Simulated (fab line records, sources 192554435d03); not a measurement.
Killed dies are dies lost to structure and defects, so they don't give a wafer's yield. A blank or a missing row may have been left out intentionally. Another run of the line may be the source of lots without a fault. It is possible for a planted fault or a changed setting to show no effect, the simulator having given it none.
Split-lot study || flow n5Finfet || route with 1938 steps; 7 lots, 39 wafers read

THE SPLIT ITSELF
At N5_MOL_CONTACT_COAG_SPUTTER_143 (material Co, target thk 2.5 nm), the setting targetThkA was moved away from the recipe's 25 angstrom on 12 of the 39 wafers read, by -21.4% to +54.7%. All remaining wafers had this setting at the recipe value.

The reading is taken at the split's own step.

THE READING
Co_of_MOL_CONTACT_COAG_SPUTTER_143.thkNm (the simulator's own value, which no gauge read), in nm, at N5_MOL_CONTACT_COAG_SPUTTER_143 (material Co, target thk 2.5 nm). The file does not state a usual value for it. The 27 wafers here that ran the recipe average 2.5 nm, standard deviation 0.17 nm.

{"wafer": "L078.1", "tool, chamber at the split": "pvdSputter-01, -", "targetThkA as run, angstrom": 25, "against the recipe": "recipe", "Co_of_MOL_CONTACT_COAG_SPUTTER_143.thkNm, nm": 2.4, "against lot-mates on the recipe": "-"}
{"wafer": "L078.2", "tool, chamber at the split": "pvdSputter-01, -", "targetThkA as run, angstrom": 25, "against the recipe": "recipe", "Co_of_MOL_CONTACT_COAG_SPUTTER_143.thkNm, nm": 2.4, "against lot-mates on the recipe": "-"}
{"wafer": "L078.4", "tool, chamber at the split": "pvdSputter-01, -", "targetThkA as run, angstrom": 25, "against the recipe": "recipe", "Co_of_MOL_CONTACT_COAG_SPUTTER_143.thkNm, nm": 2.4, "against lot-mates on the recipe": "-"}
{"wafer": "L078.3", "tool, chamber at the split": "pvdSputter-01, -", "targetThkA as run, angstrom": 38.15, "against the recipe": "+52.6%", "Co_of_MOL_CONTACT_COAG_SPUTTER_143.thkNm, nm": 3.6, "against lot-mates on the recipe": "+1.2"}
{"wafer": "L078.5", "tool, chamber at the split": "pvdSputter-01, -", "targetThkA as run, angstrom": 38.15, "against the recipe": "+52.6%", "Co_of_MOL_CONTACT_COAG_SPUTTER_143.thkNm, nm": 3.6, "against lot-mates on the recipe": "+1.2"}
{"wafer": "L078.6", "tool, chamber at the split": "pvdSputter-01, -", "targetThkA as run, angstrom": 38.15, "against the recipe": "+52.6%", "Co_of_MOL_CONTACT_COAG_SPUTTER_143.thkNm, nm": 3.6, "against lot-mates on the recipe": "+1.2"}
{"wafer": "L081.1", "tool, chamber at the split": "pvdSputter-02, -", "targetThkA as run, angstrom": 25, "against the recipe": "recipe", "Co_of_MOL_CONTACT_COAG_SPUTTER_143.thkNm, nm": 2.8, "against lot-mates on the recipe": "-"}
{"wafer": "L081.5", "tool, chamber at the split": "pvdSputter-02, -", "targetThkA as run, angstrom": 25, "against the recipe": "recipe", "Co_of_MOL_CONTACT_COAG_SPUTTER_143.thkNm, nm": 2.8, "against lot-mates on the recipe": "-"}
{"wafer": "L081.2", "tool, chamber at the split": "pvdSputter-02, -", "targetThkA as run, angstrom": 25, "against the recipe": "recipe", "Co_of_MOL_CONTACT_COAG_SPUTTER_143.thkNm, nm": 2.6, "against lot-mates on the recipe": "-"}
{"wafer": "L081.3", "tool, chamber at the split": "pvdSputter-02, -", "targetThkA as run, angstrom": 29.61, "against the recipe": "+18.4%", "Co_of_MOL_CONTACT_COAG_SPUTTER_143.thkNm, nm": 3.2, "against lot-mates on the recipe": "+0.5"}
{"wafer": "L081.4", "tool, chamber at the split": "pvdSputter-02, -", "targetThkA as run, angstrom": 29.61, "against the recipe": "+18.4%", "Co_of_MOL_CONTACT_COAG_SPUTTER_143.thkNm, nm": 3.2, "against lot-mates on the recipe": "+0.5"}
{"wafer": "L081.6", "tool, chamber at the split": "pvdSputter-02, -", "targetThkA as run, angstrom": 29.61, "against the recipe": "+18.4%", "Co_of_MOL_CONTACT_COAG_SPUTTER_143.thkNm, nm": 3.2, "against lot-mates on the recipe": "+0.5"}
{"wafer": "L089.1", "tool, chamber at the split": "pvdSputter-01, -", "targetThkA as run, angstrom": 25, "against the recipe": "recipe", "Co_of_MOL_CONTACT_COAG_SPUTTER_143.thkNm, nm": 2.4, "against lot-mates on the recipe": "-"}
{"wafer": "L089.3", "tool, chamber at the split": "pvdSputter-01, -", "targetThkA as run, angstrom": 25, "against the recipe": "recipe", "Co_of_MOL_CONTACT_COAG_SPUTTER_143.thkNm, nm": 2.4, "against lot-mates on the recipe": "-"}
{"wafer": "L089.2", "tool, chamber at the split": "pvdSputter-01, -", "targetThkA as run, angstrom": 38.67, "against the recipe": "+54.7%", "Co_of_MOL_CONTACT_COAG_SPUTTER_143.thkNm, nm": 3.4, "against lot-mates on the recipe": "+1.1"}
{"wafer": "L089.4", "tool, chamber at the split": "pvdSputter-01, -", "targetThkA as run, angstrom": 38.67, "against the recipe": "+54.7%", "Co_of_MOL_CONTACT_COAG_SPUTTER_143.thkNm, nm": 3.6, "against lot-mates on the recipe": "+1.3"}
{"wafer": "L089.5", "tool, chamber at the split": "pvdSputter-01, -", "targetThkA as run, angstrom": 38.67, "against the recipe": "+54.7%", "Co_of_MOL_CONTACT_COAG_SPUTTER_143.thkNm, nm": 3.8, "against lot-mates on the recipe": "+1.5"}
{"wafer": "L089.6", "tool, chamber at the split": "pvdSputter-01, -", "targetThkA as run, angstrom": 25, "against the recipe": "recipe", "Co_of_MOL_CONTACT_COAG_SPUTTER_143.thkNm, nm": 2.2, "against lot-mates on the recipe": "-"}
{"wafer": "L090.3", "tool, chamber at the split": "pvdSputter-03, -", "targetThkA as run, angstrom": 25, "against the recipe": "recipe", "Co_of_MOL_CONTACT_COAG_SPUTTER_143.thkNm, nm": 2.4, "against lot-mates on the recipe": "-"}
{"wafer": "L090.5", "tool, chamber at the split": "pvdSputter-03, -", "targetThkA as run, angstrom": 25, "against the recipe": "recipe", "Co_of_MOL_CONTACT_COAG_SPUTTER_143.thkNm, nm": 2.2, "against lot-mates on the recipe": "-"}
{"wafer": "L090.6", "tool, chamber at the split": "pvdSputter-03, -", "targetThkA as run, angstrom": 25, "against the recipe": "recipe", "Co_of_MOL_CONTACT_COAG_SPUTTER_143.thkNm, nm": 2.2, "against lot-mates on the recipe": "-"}
{"wafer": "L091.1", "tool, chamber at the split": "pvdSputter-01, -", "targetThkA as run, angstrom": 25, "against the recipe": "recipe", "Co_of_MOL_CONTACT_COAG_SPUTTER_143.thkNm, nm": 2.2, "against lot-mates on the recipe": "-"}
{"wafer": "L091.6", "tool, chamber at the split": "pvdSputter-01, -", "targetThkA as run, angstrom": 25, "against the recipe": "recipe", "Co_of_MOL_CONTACT_COAG_SPUTTER_143.thkNm, nm": 2.2, "against lot-mates on the recipe": "-"}
{"wafer": "L091.2", "tool, chamber at the split": "pvdSputter-01, -", "targetThkA as run, angstrom": 25, "against the recipe": "recipe", "Co_of_MOL_CONTACT_COAG_SPUTTER_143.thkNm, nm": 2.6, "against lot-mates on the recipe": "-"}
{"wafer": "L091.3", "tool, chamber at the split": "pvdSputter-01, -", "targetThkA as run, angstrom": 25, "against the recipe": "recipe", "Co_of_MOL_CONTACT_COAG_SPUTTER_143.thkNm, nm": 2.6, "against lot-mates on the recipe": "-"}
{"wafer": "L091.5", "tool, chamber at the split": "pvdSputter-01, -", "targetThkA as run, angstrom": 25, "against the recipe": "recipe", "Co_of_MOL_CONTACT_COAG_SPUTTER_143.thkNm, nm": 2.6, "against lot-mates on the recipe": "-"}
{"wafer": "L091.4", "tool, chamber at the split": "pvdSputter-01, -", "targetThkA as run, angstrom": 25, "against the recipe": "recipe", "Co_of_MOL_CONTACT_COAG_SPUTTER_143.thkNm, nm": 2.4, "against lot-mates on the recipe": "-"}
{"wafer": "L093.1", "tool, chamber at the split": "pvdSputter-01, -", "targetThkA as run, angstrom": 19.66, "against the recipe": "-21.4%", "Co_of_MOL_CONTACT_COAG_SPUTTER_143.thkNm, nm": 2, "against lot-mates on the recipe": -0.5}
{"wafer": "L093.4", "tool, chamber at the split": "pvdSputter-01, -", "targetThkA as run, angstrom": 19.66, "against the recipe": "-21.4%", "Co_of_MOL_CONTACT_COAG_SPUTTER_143.thkNm, nm": 2, "against lot-mates on the recipe": -0.5}
{"wafer": "L093.2", "tool, chamber at the split": "pvdSputter-01, -", "targetThkA as run, angstrom": 19.66, "against the recipe": "-21.4%", "Co_of_MOL_CONTACT_COAG_SPUTTER_143.thkNm, nm": 1.8, "against lot-mates on the recipe": -0.7}
{"wafer": "L093.3", "tool, chamber at the split": "pvdSputter-01, -", "targetThkA as run, angstrom": 25, "against the recipe": "recipe", "Co_of_MOL_CONTACT_COAG_SPUTTER_143.thkNm, nm": 2.6, "against lot-mates on the recipe": "-"}
{"wafer": "L093.5", "tool, chamber at the split": "pvdSputter-01, -", "targetThkA as run, angstrom": 25, "against the recipe": "recipe", "Co_of_MOL_CONTACT_COAG_SPUTTER_143.thkNm, nm": 2.6, "against lot-mates on the recipe": "-"}
{"wafer": "L093.6", "tool, chamber at the split": "pvdSputter-01, -", "targetThkA as run, angstrom": 25, "against the recipe": "recipe", "Co_of_MOL_CONTACT_COAG_SPUTTER_143.thkNm, nm": 2.4, "against lot-mates on the recipe": "-"}
{"wafer": "L094.1", "tool, chamber at the split": "pvdSputter-03, -", "targetThkA as run, angstrom": 25, "against the recipe": "recipe", "Co_of_MOL_CONTACT_COAG_SPUTTER_143.thkNm, nm": 2.4, "against lot-mates on the recipe": "-"}
{"wafer": "L094.2", "tool, chamber at the split": "pvdSputter-03, -", "targetThkA as run, angstrom": 25, "against the recipe": "recipe", "Co_of_MOL_CONTACT_COAG_SPUTTER_143.thkNm, nm": 2.4, "against lot-mates on the recipe": "-"}
{"wafer": "L094.4", "tool, chamber at the split": "pvdSputter-03, -", "targetThkA as run, angstrom": 25, "against the recipe": "recipe", "Co_of_MOL_CONTACT_COAG_SPUTTER_143.thkNm, nm": 2.4, "against lot-mates on the recipe": "-"}
{"wafer": "L094.3", "tool, chamber at the split": "pvdSputter-03, -", "targetThkA as run, angstrom": 25, "against the recipe": "recipe", "Co_of_MOL_CONTACT_COAG_SPUTTER_143.thkNm, nm": 2.6, "against lot-mates on the recipe": "-"}
{"wafer": "L094.5", "tool, chamber at the split": "pvdSputter-03, -", "targetThkA as run, angstrom": 25, "against the recipe": "recipe", "Co_of_MOL_CONTACT_COAG_SPUTTER_143.thkNm, nm": 2.6, "against lot-mates on the recipe": "-"}
{"wafer": "L094.6", "tool, chamber at the split": "pvdSputter-03, -", "targetThkA as run, angstrom": 25, "against the recipe": "recipe", "Co_of_MOL_CONTACT_COAG_SPUTTER_143.thkNm, nm": 2.6, "against lot-mates on the recipe": "-"}

FIT RESULTS
A straight line over all 39 wafers: Co_of_MOL_CONTACT_COAG_SPUTTER_143.thkNm changes by +0.0223 nm for each +1% of targetThkA; r = +0.93; the points scatter about the line by 0.18 nm.
The same after taking each lot's own level away (the mean of its wafers on the recipe; 39 wafers): +0.0236 nm for each +1%; r = +0.97; scatter 0.12 nm.
According to that fit, moving targetThkA by its largest amount changes the reading by 1.3 nm.
Across the lots, their own levels run from 2.27 to 2.73 nm, a range of 2.7 times the standard deviation given above.
So the lot-to-lot level changes the slope little: the two slopes agree.
Check: for one of the wafers moved furthest among these (+54.7%), held out of the fit, the line's prediction against its lot-mates is +1.32 nm. It came out at +1.07 nm against them.

OTHER SPLITS ON THESE WAFERS
Before the reading, these wafers also passed through other splits. Each is held against what the fit with the lots' levels taken away leaves over:
{"other split on the same wafers": "N5_ZERO_LAYER_PECVD_02 timeS", "wafers away from the commonest value": 15, "r with Co_of_MOL_CONTACT_COAG_SPUTTER_143.thkNm (lot level and that fit taken away)": -0.11}
{"other split on the same wafers": "N5_FIN_SAQP_SPACER1_ALD_24 aldCycles", "wafers away from the commonest value": 9, "r with Co_of_MOL_CONTACT_COAG_SPUTTER_143.thkNm (lot level and that fit taken away)": -0.15}
{"other split on the same wafers": "N5_HKMG_FIN_ALD_75 targetThkA", "wafers away from the commonest value": 18, "r with Co_of_MOL_CONTACT_COAG_SPUTTER_143.thkNm (lot level and that fit taken away)": -0.24}

FILE'S OWN FIT
Co_of_MOL_CONTACT_COAG_SPUTTER_143.thkNm changes by +0.0235 nm for each +1% of targetThkA, r = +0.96.
